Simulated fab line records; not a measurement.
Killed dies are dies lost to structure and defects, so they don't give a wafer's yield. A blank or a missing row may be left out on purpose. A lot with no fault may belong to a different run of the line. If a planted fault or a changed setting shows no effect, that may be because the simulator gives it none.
fab line records	flow n5Finfet
record lots=7	wafers=21
route steps=1938 shown BEOL_M9@1427 BEOL_M10@1470 BEOL_M11@1539 BEOL_M12@1604 BEOL_M13@1705 BEOL_M14@1716
startH: hours from the record's first day to the start of the lot's first wafer shown	waitH: hours since the lot's step before	" as in the row above	L1.1+2: several wafers, shown together as one row	- value missing, or start not given	* or withheld: withheld	< > ~ a bound
route shown NAME@n: a module of which the file shows steps, and the number in the route of the first	usual: average and standard deviation across the fault-free wafers	same: alike in all rows	chamber/n: place in a boat	sites: the reading at each site	_std_site: the standard deviation of these	_edge_site: inner sites' mean taken away from outer sites' mean	radiusMm: how far each site lies from the wafer's centre	mask NAME#n: copy n	behind: tool/chamber where the wafer was last shaped	hold: the reason the lot was held/the length of the hold in hours/how it ended	device: transistor that didn't switch, given as n, p or np	end of line: tests of these same wafers at the route's end	for a step that has no rows: nothing shown but its recipe	killed: count of dies lost to structure and defects at first sort (not the wafer's yield)	map: dies across one wafer; x = killed, . = not, _ = none there
set.NAME: the setting as run; set.NAME@STEP: as run at that earlier step	model.NAME: the simulator's own value behind a step, which no gauge read
lots run with intentionally changed settings; tables by step, rows by wafer
## steps
# step N5_BEOL_M9_COAT_75
# recipe resist=underlayer	tempC=205	timeS=60	spinRpm=1500	resistThkNm=5
lot.wafer	tool	chamber	startH	waitH	set.spinRpm
L074.2	lithoTrack-04	0	-	-	1394
L074.4+6	"	0	"	"	1500
L076.1+2+4	lithoTrack-01	0	-	-	1500
L077.1+6	lithoTrack-04	0	-	-	1372
L077.2	"	0	"	"	1500
L085.1+5	lithoTrack-04	0	-	-	1667
L085.6	"	0	"	"	1500
L089.1+3+6	lithoTrack-05	0	-	-	1500
L095.1	lithoTrack-01	0	-	-	1500
L095.2+6	"	0	"	"	1380
L096.1	lithoTrack-04	0	-	-	1500
L096.4+5	"	0	"	"	1406
# step N5_BEOL_M9_COAT_22
# recipe resist=CAR-EUV	spinRpm=1500	resistThkNm=30
# step N5_BEOL_M9_EBR_24
# recipe solvent=PGMEA	ebrWidthMm=1.5
# step N5_BEOL_M9_DESCUM_33
# recipe chemistry=O2	timeS=7	sourcePowerW=50	biasPowerW=20	pressureMtorr=20	rfFrequencyHz=2.712e+07	tempC=40	resist=CAR-EUV	o2FlowSccm=225
# step N5_BEOL_M9_ETCH_76
# recipe chemistry=N2/H2	target=underlayer	targetDepthA=65	maskMaterial=CAR-EUV	timeS=5.2	ionEnergyEv=200	pressureMtorr=30	sourceW=840	biasW=150	n2FlowSccm=200	h2FlowSccm=200	ends=cleared
lot.wafer	tool	chamber	startH	waitH	set.spinRpm@BEOL_M9_COAT_75	model.CAR-EUV_of_BEOL_M9_COAT_22.thkNm	model.etch.depthNm
L074.2	rieDiel-05	0	236.16	0.0	1394	20.2	5.168
L074.4	"	3	"	"	1500	20.6	4.968
L074.6	"	0	"	"	1500	20.4	4.979
L076.1	rieDiel-05	0	243.26	0.0	1500	20.4	5.009
L076.2	"	1	"	"	1500	20.4	4.988
L076.4	"	2	"	"	1500	20.4	4.996
L077.1	rieDiel-03	0	268.12	0.0	1372	20	5.223
L077.2	"	2	"	"	1500	20.4	4.987
L077.6	"	3	"	"	1372	20.2	5.215
L085.1	rieDiel-05	1	337.83	0.0	1667	20.6	4.735
L085.5	"	3	"	"	1667	20.6	4.73
L085.6	"	2	"	"	1500	20.4	4.987
L089.1	rieDiel-02	1	349.60	0.0	1500	20.4	5.002
L089.3+6	"	2	"	"	1500	20.4	5.006
L095.1	rieDiel-03	3	377.90	0.0	1500	20.4	4.967
L095.2	"	2	"	"	1380	20	5.176
L095.6	"	0	"	"	1380	20.2	5.172
L096.1	rieDiel-03	3	378.41	0.0	1500	20.4	4.995
L096.4	"	2	"	"	1406	20.2	5.146
L096.5	"	0	"	"	1406	20.2	5.138
# step N5_BEOL_M9_ETCH_65
# recipe chemistry=CF4	target=SiARC	targetDepthA=156	maskMaterial=CAR-EUV	timeS=26	ionEnergyEv=80	pressureMtorr=40	sourceW=545	biasW=36	Ar_flow_sccm=100	cf4FlowSccm=100	ends=cleared
lot.wafer	tool	chamber	startH	waitH	set.spinRpm@BEOL_M9_COAT_64	model.CAR-EUV_of_BEOL_M9_COAT_22.thkNm	model.etch.depthNm
L074.2	rieDiel-05	0	236.18	0.0	1500	11	12.02
L074.4	"	3	"	"	1500	11.4	12
L074.6	"	0	"	"	1500	11.2	12.02
L076.1	rieDiel-05	0	243.28	0.0	1360	10.8	12.64
L076.2	"	1	"	"	1360	10.6	12.65
L076.4	"	2	"	"	1500	11.2	12.05
L077.1	rieDiel-03	0	268.13	0.0	1359	10.4	12.51
L077.2	"	2	"	"	1500	11.2	11.97
L077.6	"	3	"	"	1500	11	11.93
L085.1	rieDiel-05	1	337.84	0.0	1500	11.4	11.99
L085.5	"	3	"	"	1500	11.4	12
L085.6	"	2	"	"	1500	11.2	12.02
L089.1	rieDiel-02	1	349.62	0.0	1500	11.2	12.01
L089.3	"	2	"	"	1500	11	12.03
L089.6	"	2	"	"	1500	11.2	12.02
L095.1	rieDiel-03	3	377.92	0.0	1360	10.6	12.64
L095.2	"	2	"	"	1360	10.4	12.6
L095.6	"	0	"	"	1500	11	12.01
L096.1	rieDiel-03	3	378.43	0.0	1500	11.2	12
L096.4	"	2	"	"	1500	11	12.02
L096.5	"	0	"	"	1347	10.6	12.65
# step N5_BEOL_M9_ETCH_66
# recipe chemistry=N2/H2	target=SOC	targetDepthA=800	overetchA=160	maskMaterial=SiARC	tempC=40	timeS=120	ionEnergyEv=200	pressureMtorr=30	sourceW=840	biasW=150	n2FlowSccm=200	h2FlowSccm=200
lot.wafer	tool	chamber	startH	waitH	set.spinRpm@BEOL_M9_COAT_64	model.SiARC_of_BEOL_M9_COAT_64.thkNm
L074.2+4+6	rieDiel-05	0,3,0	236.21	0.0	1500	6.4
L076.1	rieDiel-05	0	243.31	0.0	1360	7
L076.2	"	1	"	"	1360	6.8
L076.4	"	2	"	"	1500	6.2
L077.1	rieDiel-03	0	268.16	0.0	1359	6.6
L077.2	"	2	"	"	1500	6.4
L077.6	"	3	"	"	1500	6.2
L085.1+6	rieDiel-05	1,2	337.87	0.0	1500	6.2
L085.5	"	3	"	"	1500	6.4
L089.1	rieDiel-02	1	349.65	0.0	1500	6.6
L089.3+6	"	2	"	"	1500	6.8
L095.1+2	rieDiel-03	3,2	377.95	0.0	1360	7
L095.6	"	0	"	"	1500	6.2
L096.1+4	rieDiel-03	3,2	378.46	0.0	1500	6.4
L096.5	"	0	"	"	1347	6.8
# step N5_BEOL_M10_ILD_DEP_00
# recipe material=SiCOH_lowk	targetThkA=3085.1	tempC=300	precursor=DEMS/porogen	pressureTorr=5	rfW=500	timeS=58
lot.wafer	tool	chamber	startH	waitH	set.timeS	model.SiCOH_lowk_of_BEOL_M10_ILD_DEP_00.thkNm
L074.2	pecvd-01	0	240.34	0.0	63.32	332.2
L074.4	"	2	"	"	58	306
L074.6	"	1	"	"	58	314
L076.1	pecvd-02	1	246.00	0.0	58	303.4
L076.2	"	0	"	"	58	307.6
L076.4	"	1	"	"	54.79	291.4
L077.1	pecvd-02	2	271.02	0.0	64.46	336.8
L077.2	"	0	"	"	58	313.6
L077.6	"	2	"	"	58	309.8
L085.1	pecvd-01	2	341.02	0.0	58	305.4
L085.5	"	2	"	"	58	312.4
L085.6	"	0	"	"	58	312.6
L089.1	pecvd-01	1	353.35	0.0	58	307.6
L089.3	"	0	"	"	58	304.4
L089.6	"	1	"	"	58	315.2
L095.1	pecvd-02	0	383.00	0.0	58	305
L095.2	"	2	"	"	63.32	331.4
L095.6	"	1	"	"	63.32	334.4
L096.1	pecvd-02	2	383.27	0.0	58	299
L096.4	"	1	"	"	58	309.2
L096.5	"	0	"	"	58	309.4
# step N5_BEOL_M10_CURE_71
# recipe tempC=385	timeS=240	ambient=He/Ar	material=SiCOH_lowk
lot.wafer	tool	chamber	startH	waitH	set.timeS@BEOL_M10_ILD_DEP_00	model.SiCOH_lowk_of_BEOL_M10_ILD_DEP_00.thkNm
L074.2	uvCure-03	1	240.50	0.1	63.32	289
L074.4	"	1	"	"	58	265.8
L074.6	"	1	"	"	58	272.8
L076.1	uvCure-01	1	246.07	0.0	58	263.6
L076.2	"	1	"	"	58	267.2
L076.4	"	1	"	"	54.79	253
L077.1	uvCure-01	0	271.10	0.0	64.46	293
L077.2	"	0	"	"	58	272.4
L077.6	"	0	"	"	58	269
L085.1	uvCure-02	2	341.10	0.0	58	265.2
L085.5	"	2	"	"	58	271.4
L085.6	"	2	"	"	58	271.6
L089.1	uvCure-01	1	353.42	0.0	58	267.2
L089.3	"	1	"	"	58	264.4
L089.6	"	1	"	"	58	274
L095.1	uvCure-01	0	383.08	0.0	58	264.8
L095.2	"	0	"	"	63.32	288.2
L095.6	"	0	"	"	63.32	291
L096.1	uvCure-02	0	383.35	0.0	58	259.6
L096.4	"	0	"	"	58	268.6
L096.5	"	0	"	"	58	268.8
# step N5_BEOL_M10_THK_MEAS_01
# recipe reads=SiCOH_lowk_of_BEOL_M10_ILD_DEP_00
# usual M10_ILD_THK=268/3.8
lot.wafer	tool	chamber	startH	waitH	set.timeS@BEOL_M10_ILD_DEP_00	M10_ILD_THK[nm]
L074.2	filmMetro-01	-	240.93	0.4	63.32	289
L074.4	"	-	"	"	58	266
L074.6	"	-	"	"	58	273
L076.1	filmMetro-01	-	246.59	0.4	58	264
L076.2	"	-	"	"	58	267
L076.4	"	-	"	"	54.79	253
L077.1	filmMetro-01	-	271.61	0.4	64.46	293
L077.2	"	-	"	"	58	273
L077.6	"	-	"	"	58	269
L085.1	filmMetro-02	-	341.61	0.4	58	265
L085.5	"	-	"	"	58	271
L085.6	"	-	"	"	58	272
L089.1	filmMetro-01	-	353.94	0.4	58	267
L089.3	"	-	"	"	58	265
L089.6	"	-	"	"	58	274
L095.1	filmMetro-01	-	383.59	0.4	58	265
L095.2	"	-	"	"	63.32	288
L095.6	"	-	"	"	63.32	291
L096.1	filmMetro-01	-	383.86	0.4	58	259
L096.4	"	-	"	"	58	269
L096.5	"	-	"	"	58	269
# step N5_BEOL_M11_PECVD_70
# recipe material=SiO2	targetThkA=200	tempC=400	precursor=TEOS/O2	pressureTorr=5.5	rfW=450	teosFlowSccm=53.8	gas=O2	flowSccm=3000	timeS=22.7
lot.wafer	tool	chamber	startH	waitH	set.tempC	model.SiO2_of_BEOL_M11_PECVD_70.thkNm
L074.2	pecvd-02	0	247.00	0.0	405.1	19.4
L074.4	"	1	"	"	400	20.2
L074.6	"	2	"	"	405.1	19.8
L076.1	pecvd-03	0	253.12	0.0	394.9	20.4
L076.2	"	2	"	"	400	19.6
L076.4	"	0	"	"	400	20.2
L077.1	pecvd-04	2	278.81	0.0	400	20.2
L077.2	"	1	"	"	400	20
L077.6	"	1	"	"	395.3	21.2
L085.1	pecvd-02	1	349.24	0.0	407.1	18.8
L085.5+6	"	1,2	"	"	400	20
L089.1	pecvd-03	1	364.06	0.0	400	19.6
L089.3	"	2	"	"	400	19.4
L089.6	"	0	"	"	400	19.8
L096.1	pecvd-03	2	391.75	0.0	406.2	18.6
L096.4	"	0	"	"	400	20
L096.5	"	2	"	"	406.2	19.4
L095.1	pecvd-04	1	392.10	0.0	390.7	21.4
L095.2	"	2	"	"	400	20
L095.6	"	2	"	"	390.7	21.6
# step N5_BEOL_M11_COAT_05
# recipe resist=CAR-ArF	spinRpm=1500	resistThkNm=90
lot.wafer	tool	chamber	startH	waitH	set.spinRpm	model.CAR-ArF_of_BEOL_M11_COAT_05.thkNm
L074.2	lithoTrack-03	0	-	-	1500	90
L074.4	"	0	"	"	1500	90.2
L074.6	"	0	"	"	1343	95.2
L076.1	lithoTrack-01	0	-	-	1500	89.6
L076.2	"	0	"	"	1500	90
L076.4	"	0	"	"	1500	89.8
L077.1	lithoTrack-01	0	-	-	1500	90
L077.2	"	0	"	"	1412	92.4
L077.6	"	0	"	"	1412	92.6
L085.1	lithoTrack-05	0	-	-	1500	90.2
L085.5	"	0	"	"	1500	90.4
L085.6	"	0	"	"	1448	92
L089.1+3	lithoTrack-01	0	-	-	1500	89.8
L089.6	"	0	"	"	1500	90
L096.1	lithoTrack-01	0	-	-	1500	90.4
L096.4	"	0	"	"	1500	90.2
L096.5	"	0	"	"	1648	85.8
L095.1	lithoTrack-03	0	-	-	1500	90
L095.2	"	0	"	"	1386	93.8
L095.6	"	0	"	"	1386	93.2
# step N5_BEOL_M11_EBR_07
# recipe solvent=PGMEA	ebrWidthMm=1.5
# step N5_BEOL_M11_SOFTBAKE_06
# recipe tempC=110	timeS=60	resist=CAR-ArF
# step N5_BEOL_M11_STRIP_77
# recipe chemistry=N2/H2	timeS=10	powerW=450	tempC=40	pressureMtorr=20	rfFrequencyHz=6e+07	biasPowerW=7	n2FlowSccm=200	h2FlowSccm=200
# step N5_BEOL_M11_HM_STRIP_39
# recipe chemistry=peroxideTinStrip	material=TiN	targetDepthA=250	tempC=50	timeS=158
lot.wafer	tool	chamber	startH	waitH	set.tempC@BEOL_M11_PECVD_70	model.SiO2_of_BEOL_M11_PECVD_70.thkNm
L074.2	wetBench-01	6	253.03	0.0	405.1	19.2
L074.4	"	7	"	"	400	20
L074.6	"	1	"	"	405.1	19.6
L076.1	wetBench-02	7	256.33	0.0	394.9	20.4
L076.2	"	4	"	"	400	19.4
L076.4	"	6	"	"	400	20
L077.1	wetBench-04	7	282.35	0.0	400	20
L077.2	"	2	"	"	400	19.8
L077.6	"	1	"	"	395.3	21.2
L085.1	wetBench-02	0	357.50	0.0	407.1	18.6
L085.5+6	"	7,4	"	"	400	19.8
L089.1+6	wetBench-04	6,5	370.76	0.0	400	19.6
L089.3	"	1	"	"	400	19.4
L096.1	wetBench-02	3	395.54	0.0	406.2	18.4
L096.4	"	5	"	"	400	19.8
L096.5	"	1	"	"	406.2	19.2
L095.1	wetBench-04	2	397.82	0.0	390.7	21.2
L095.2	"	1	"	"	400	19.8
L095.6	"	5	"	"	390.7	21.4
# step N5_BEOL_M12_COAT_58
# recipe resist=BARC	tempC=205	timeS=60	spinRpm=1500	resistThkNm=89
lot.wafer	tool	chamber	startH	waitH	set.spinRpm	model.BARC_of_BEOL_M12_COAT_58.thkNm
L074.2+4	lithoTrack-02	0	257.46	0.0	1500	89.2
L074.6	"	0	"	"	1452	91
L076.1	lithoTrack-01	0	259.02	0.0	1646	85
L076.2	"	0	"	"	1500	89.2
L076.4	"	0	"	"	1646	85.2
L077.1	lithoTrack-01	0	284.73	0.0	1350	93.4
L077.2	"	0	"	"	1350	93.2
L077.6	"	0	"	"	1500	88.6
L085.1	lithoTrack-04	0	360.30	0.0	1607	85.6
L085.5	"	0	"	"	1607	85.8
L085.6	"	0	"	"	1607	86.2
L089.1	lithoTrack-02	0	373.85	0.0	1500	89
L089.3+6	"	0	"	"	1500	89.2
L096.1	lithoTrack-02	0	398.95	0.0	1500	89.2
L096.4+5	"	0	"	"	1500	89
L095.1	lithoTrack-04	0	401.48	0.0	1500	88.6
L095.2	"	0	"	"	1443	90.2
L095.6	"	0	"	"	1500	88.4
# step N5_BEOL_M12_COAT_04
# recipe spinRpm=1625	resistThkNm=400
# step N5_BEOL_M12_EBR_06
# recipe solvent=PGMEA	ebrWidthMm=1.5
# step N5_BEOL_M12_DESCUM_15
# recipe chemistry=O2	timeS=7.9	sourcePowerW=50	biasPowerW=20	pressureMtorr=20	rfFrequencyHz=2.712e+07	tempC=40	o2FlowSccm=225
# step N5_BEOL_M12_ETCH_59
# recipe chemistry=N2/H2	target=BARC	targetDepthA=890	overetchA=267	timeS=67.9	ionEnergyEv=200	pressureMtorr=30	sourceW=840	biasW=150	n2FlowSccm=200	h2FlowSccm=200
lot.wafer	tool	chamber	startH	waitH	set.spinRpm@BEOL_M12_COAT_58	model.etch.depthNm
L074.2	rieDiel-01	1	258.26	0.0	1500	89.17
L074.4	"	3	"	"	1500	89.19
L074.6	"	0	"	"	1452	90.98
L076.1	rieDiel-04	2	259.55	0.0	1646	85.1
L076.2	"	0	"	"	1500	89.22
L076.4	"	1	"	"	1646	85.16
L077.1	rieDiel-01	2	285.18	0.0	1350	93.42
L077.2	"	1	"	"	1350	93.25
L077.6	"	2	"	"	1500	88.58
L085.1	rieDiel-06	0	360.97	0.0	1607	85.68
L085.5	"	2	"	"	1607	85.89
L085.6	"	0	"	"	1607	86.13
L089.1	rieDiel-04	2	374.25	0.0	1500	89.07
L089.3	"	0	"	"	1500	89.19
L089.6	"	0	"	"	1500	89.15
L096.1	rieDiel-04	2	399.51	0.0	1500	89.27
L096.4	"	3	"	"	1500	89.02
L096.5	"	1	"	"	1500	89.03
L095.1	rieDiel-06	1	402.00	0.0	1500	88.5
L095.2	"	0	"	"	1443	90.23
L095.6	"	3	"	"	1500	88.37
# step N5_BEOL_M12_VIA_ETCH_16
# recipe chemistry=C4F8/O2/Ar	target=SiOC	pressureMtorr=30	sourceW=3000	biasW=700	Ar_flow_sccm=400	C4F8_flow_sccm=15	O2_flow_sccm=8	heInnerTorr=15	heOuterTorr=30	targetDepthA=7248	timeS=withheld	ionEnergyEv=250	ends=cleared
# step N5_BEOL_M12_STRIP_63
# recipe chemistry=N2/H2	powerW=1000	tempC=250	h2Frac=0.65	overashFraction=0.3	pressureMtorr=1000	n2FlowSccm=1750	h2FlowSccm=3250
# step N5_BEOL_M12_STRIP_64
# recipe chemistry=N2/H2	powerW=1000	tempC=250	h2Frac=0.65	overashFraction=0.3	pressureMtorr=withheld	n2FlowSccm=1750	h2FlowSccm=3250
# usual stripTimeToEndpointS=31.30/0.072
lot.wafer	tool	chamber	startH	waitH	set.spinRpm@BEOL_M12_COAT_58	stripTimeToEndpointS
L074.2	plasmaAsher-02	0	258.57	0.0	1500	31.37
L074.4	"	1	"	"	1500	31.37
L074.6	"	1	"	"	1452	31.88
L076.1	plasmaAsher-02	0	259.86	0.0	1646	30.19
L076.2	"	1	"	"	1500	31.38
L076.4	"	0	"	"	1646	30.21
L077.1	plasmaAsher-02	1	285.57	0.0	1350	32.55
L077.2	"	0	"	"	1350	32.52
L077.6	"	0	"	"	1500	31.21
L085.1	plasmaAsher-02	1	361.28	0.0	1607	30.34
L085.5	"	1	"	"	1607	30.42
L085.6	"	0	"	"	1607	30.49
L089.1	plasmaAsher-02	1	374.57	0.0	1500	31.33
L089.3	"	0	"	"	1500	31.36
L089.6	"	1	"	"	1500	31.38
L096.1	plasmaAsher-02	1	399.82	0.0	1500	31.38
L096.4	"	0	"	"	1500	31.31
L096.5	"	1	"	"	1500	31.30
L095.1	plasmaAsher-02	0	402.31	0.0	1500	31.16
L095.2	"	1	"	"	1443	31.66
L095.6	"	0	"	"	1500	31.14
# step N5_BEOL_M13_SPUTTER_43
# recipe material=TaN	targetThkA=150	tempC=50	biasV=168.6	powerW=15000	chamberPressurePa=0.12	timeS=24.19
lot.wafer	tool	chamber	startH	waitH	set.timeS	model.TaN_of_BEOL_M13_SPUTTER_43.thkNm
L074.2	pvdSputter-03	-	267.91	0.0	24.19	15.2
L074.4+6	"	-	"	"	24.19	14.8
L076.1	pvdSputter-03	-	268.23	0.0	20.79	12.4
L076.2	"	-	"	"	24.19	15
L076.4	"	-	"	"	20.79	12.2
L077.1+2+6	pvdSputter-01	-	294.44	0.0	24.19	15.4
L085.1	pvdSputter-02	-	368.58	0.0	24.19	15.2
L085.5	"	-	"	"	24.19	15
L085.6	"	-	"	"	24.19	14.8
L089.1+3	pvdSputter-03	-	385.64	0.0	24.19	14.8
L089.6	"	-	"	"	24.19	15
L096.1+5	pvdSputter-02	-	417.68	0.0	24.19	15.2
L096.4	"	-	"	"	24.19	14.8
L095.1+2	pvdSputter-01	-	418.90	0.0	24.19	15
L095.6	"	-	"	"	20.62	12.8
# step N5_BEOL_M14_ILD_DEP_00
# recipe material=SiO2	targetThkA=11193	tempC=400	precursor=TEOS/O2	pressureTorr=6.5	rfW=900	teosFlowSccm=161.4	gas=O2	flowSccm=2650	timeS=237.4
lot.wafer	tool	chamber	startH	waitH	set.tempC	model.SiO2_of_BEOL_M14_ILD_DEP_00.thkNm
L074.2	pecvd-01	1	269.15	0.0	402.4	1096
L074.4	"	0	"	"	402.4	1104
L074.6	"	1	"	"	402.4	1106
L076.1	pecvd-01	1	269.46	0.0	400	1113
L076.2	"	2	"	"	400	1127
L076.4	"	2	"	"	400	1136
L077.1	pecvd-01	2	295.66	0.0	400	1111
L077.2	"	1	"	"	400	1122
L077.6	"	0	"	"	400	1115
L085.1	pecvd-04	0	370.35	0.0	400	1115
L085.5	"	0	"	"	393.2	1181
L085.6	"	2	"	"	393.2	1175
L089.1	pecvd-04	2	387.18	0.0	400	1086
L089.3	"	0	"	"	400	1096
L089.6	"	0	"	"	400	1122
L096.1	pecvd-02	0	418.91	0.0	402.2	1085
L096.4	"	2	"	"	400	1118
L096.5	"	0	"	"	400	1111
L095.1	pecvd-04	0	420.63	0.0	400	1124
L095.2	"	1	"	"	395.8	1166
L095.6	"	0	"	"	395.8	1172
# step N5_BEOL_M14_THK_MEAS_01
# recipe reads=SiO2_of_BEOL_M14_ILD_DEP_00
# usual M14_ILD_THK=1116/16
lot.wafer	tool	chamber	startH	waitH	set.tempC@BEOL_M14_ILD_DEP_00	M14_ILD_THK[nm]
L074.2	filmMetro-02	-	269.34	0.1	402.4	1097
L074.4	"	-	"	"	402.4	1105
L074.6	"	-	"	"	402.4	1107
L076.1	filmMetro-01	-	269.65	0.1	400	1113
L076.2	"	-	"	"	400	1127
L076.4	"	-	"	"	400	1136
L077.1	filmMetro-01	-	295.85	0.1	400	1112
L077.2	"	-	"	"	400	1122
L077.6	"	-	"	"	400	1115
L085.1	filmMetro-01	-	370.54	0.1	400	1115
L085.5	"	-	"	"	393.2	1182
L085.6	"	-	"	"	393.2	1175
L089.1	filmMetro-02	-	387.37	0.1	400	1086
L089.3	"	-	"	"	400	1095
L089.6	"	-	"	"	400	1121
L096.1	filmMetro-01	-	419.10	0.1	402.2	1086
L096.4	"	-	"	"	400	1118
L096.5	"	-	"	"	400	1111
L095.1	filmMetro-01	-	420.82	0.1	400	1125
L095.2	"	-	"	"	395.8	1166
L095.6	"	-	"	"	395.8	1173
## key
split step=N5_BEOL_M9_COAT_75	setting=spinRpm	stated=1500	by=wafer
response step=N5_BEOL_M9_ETCH_76	reading=model.CAR-EUV_of_BEOL_M9_COAT_22.thkNm	change=+0.0302	per=1%	r=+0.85
response step=N5_BEOL_M9_ETCH_76	reading=model.etch.depthNm	change=-0.0251	per=1%	r=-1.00
split step=N5_BEOL_M10_ILD_DEP_00	setting=timeS	stated=58	by=wafer
response step=N5_BEOL_M10_ILD_DEP_00	reading=model.SiCOH_lowk_of_BEOL_M10_ILD_DEP_00.thkNm	change=+2.53	per=1%	r=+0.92
response step=N5_BEOL_M10_CURE_71	reading=model.SiCOH_lowk_of_BEOL_M10_ILD_DEP_00.thkNm	change=+2.25	per=1%	r=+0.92
response step=N5_BEOL_M10_THK_MEAS_01	reading=M10_ILD_THK	change=+2.25	per=1%	r=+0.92
split step=N5_BEOL_M11_PECVD_70	setting=tempC	stated=400	by=wafer
response step=N5_BEOL_M11_PECVD_70	reading=model.SiO2_of_BEOL_M11_PECVD_70.thkNm	change=-0.633	per=1%	r=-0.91
response step=N5_BEOL_M11_HM_STRIP_39	reading=model.SiO2_of_BEOL_M11_PECVD_70.thkNm	change=-0.664	per=1%	r=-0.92
split step=N5_BEOL_M11_COAT_05	setting=spinRpm	stated=1500	by=wafer
response step=N5_BEOL_M11_COAT_05	reading=model.CAR-ArF_of_BEOL_M11_COAT_05.thkNm	change=-0.466	per=1%	r=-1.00
split step=N5_BEOL_M12_COAT_58	setting=spinRpm	stated=1500	by=wafer
response step=N5_BEOL_M12_COAT_58	reading=model.BARC_of_BEOL_M12_COAT_58.thkNm	change=-0.452	per=1%	r=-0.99
response step=N5_BEOL_M12_ETCH_59	reading=model.etch.depthNm	change=-0.455	per=1%	r=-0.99
response step=N5_BEOL_M12_STRIP_64	reading=stripTimeToEndpointS	change=*	per=1%	r=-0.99
split step=N5_BEOL_M13_SPUTTER_43	setting=timeS	stated=24.19	by=wafer
response step=N5_BEOL_M13_SPUTTER_43	reading=model.TaN_of_BEOL_M13_SPUTTER_43.thkNm	change=+0.17	per=1%	r=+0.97
split step=N5_BEOL_M14_ILD_DEP_00	setting=tempC	stated=400	by=wafer
response step=N5_BEOL_M14_ILD_DEP_00	reading=model.SiO2_of_BEOL_M14_ILD_DEP_00.thkNm	change=-39.6	per=1%	r=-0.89
response step=N5_BEOL_M14_THK_MEAS_01	reading=M14_ILD_THK	change=-39.7	per=1%	r=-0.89
split outsideThisFile step=N5_BEOL_M9_COAT_64 setting=spinRpm
# split outsideThisFile: this setting was split too, and the file shows its column; the key of that split is in another file
